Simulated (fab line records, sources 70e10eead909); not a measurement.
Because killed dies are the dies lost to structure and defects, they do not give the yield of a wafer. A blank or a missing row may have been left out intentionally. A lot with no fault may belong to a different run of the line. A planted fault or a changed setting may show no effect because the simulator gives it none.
A lot that was struck, set against a sound lot || flow nand-harc || 17 steps out of a route of 1302
Sound: the wafers L587.3, L587.5, L587.6. Wafers struck: L575.3, L575.5, L575.6. The cause comes at the end.
Per side, at each step with rows, come the tool, then ch with its chambers, and then its first start. Under that, the readings that differ: sound wafers || struck wafers || difference of the means || sigmas: that difference in standard deviations of wafers without a fault.
alike: a reading whose means differ by less than 2 such deviations, as well as words and numbers matching on both sides. not compared: withheld readings; readings where some wafer has no value; bounds like >300 that might hide an equal value; numbers whose values overlap and for which the record gives no deviation.
The two part at a step that has a row with sigmas, a row that says differs or no value, or rows on one side only. Non-overlapping numbers with no deviation appear without sigmas and do not part them. A reading that every wafer of one side lacks parts them only if that side has two wafers or more.

NHARC_P_M1_INSPECT_11:
  sound: defect-inspect-01 at day 14 10:26; struck: defect-inspect-01 at day 9 13:16
  alike: raw-defect-count
NHARC_P_M1_DESCUM_14: chemistry O2, time 3 s.
  sound on rie-diel-09 ch 0,3, day 14 10:30; struck on rie-diel-08 ch 0,3, day 9 13:19
{"reading": "drypump-motor-current-A (A)", "sound": "6.0 6.1 6.8", "struck": "5.0 5.0 5.8", "difference": -1.0, "sigmas": -3}
  alike: o2-flow-sccm, oes-product-au, rf-vpp-V, showerhead-plenum-p-Torr, throttle-valve-pct
  not compared: rf-hours-counter-h
NHARC_P_M1_ETCH_35: etches the open film in N2/H2, target depth 40 nm, overetch 12 nm, time 43.94 s.
  sound on rie-diel-09 ch 0,1,2, day 14 10:35; struck on rie-diel-08 ch 0,1,3, day 9 13:25
  alike: bias-w, drypump-motor-current-A, oes-product-au, rf-vpp-V, showerhead-plenum-p-Torr, throttle-valve-pct
  not compared: rf-hours-counter-h
NHARC_P_M1_ETCH_15: etches the open film in C4F8/Ar, target depth 182.5 nm, time 91.2 s.
  sound on rie-diel-09 ch 1,2; struck on rie-diel-08 ch 0,1
  alike: bias-w, oes-product-au, rf-vpp-V
  not compared: rf-hours-counter-h
NHARC_P_M1_CD_MEAS_16:
  sound: cd-sem-02 at day 14 10:48; struck: cd-sem-02 at day 9 13:38
  alike: cd-nm
then, 6 steps without rows for these wafers: NHARC_P_M1_STRIP_18 (strips in N2/H2); NHARC_P_M1_ETCH_28 (etches the open film in CF4/N2, target depth 30 nm, time 72.99 s); NHARC_P_M1_STRIP_19 (strips in post etch residue remover, time 600 s); NHARC_P_M1_DEGAS_29 (time 60 s); NHARC_P_M1_PRE_CLEAN_30 (time 30 s); NHARC_P_M1_PVD_20 (deposits TaN, target thk 5 nm, time 8.06 s).
NHARC_P_M1_PVD_21: deposits Cu, target thk 30 nm, time 20.49 s.
  sound on pvd-sputter-02; struck on pvd-sputter-03
  alike: throttle-valve-pct
NHARC_P_M1_ECD_22: material Cu, target thk 400 nm.
  sound on ecd-cu-02 ch 0,1, day 14 12:01; struck on ecd-cu-01 ch 0,1, day 9 15:32
NHARC_P_M1_ANNEAL_31: time 90 s.
  sound on rtp-anneal-02 ch 0, day 14 12:21; struck on rtp-anneal-02 ch 0, day 9 15:58
  alike: wafer_temp_C_max
NHARC_P_M1_CMP_23: polishes, t overpolish 20 s, target thk 157.82 nm.
  sound on cmp-03 ch 0,1,3, day 14 12:41; struck on cmp-01 ch 0,2,3, day 9 16:17
{"reading": "time-to-endpoint-s (s)", "sound": "25.0 28.7 28.5", "struck": "54.6 54.7 58.2", "difference": "+28.4", "sigmas": "+14"}
  alike: motor-current-A
NHARC_P_M1_THK_MEAS_24: measures by xrf.
  sound: film-metro-01 at day 14 12:55; struck: film-metro-02 at day 9 16:31
  alike: thk-nm
-- the record jumps here: 18 days lie between the struck wafers' starts before and after (it left off in module P_M1 and takes up again in module END, whose first step shown is number 1302 of the route) --
NHARC_END_SORT_01:
  here the record holds rows for the struck wafers (prober-02 ch 0, day 28 01:10) but none for the sound ones

## WHERE THEY PART
First at NHARC_P_M1_DESCUM_14; last, within this record, at NHARC_END_SORT_01.

WHY: whatever the simulator had introduced
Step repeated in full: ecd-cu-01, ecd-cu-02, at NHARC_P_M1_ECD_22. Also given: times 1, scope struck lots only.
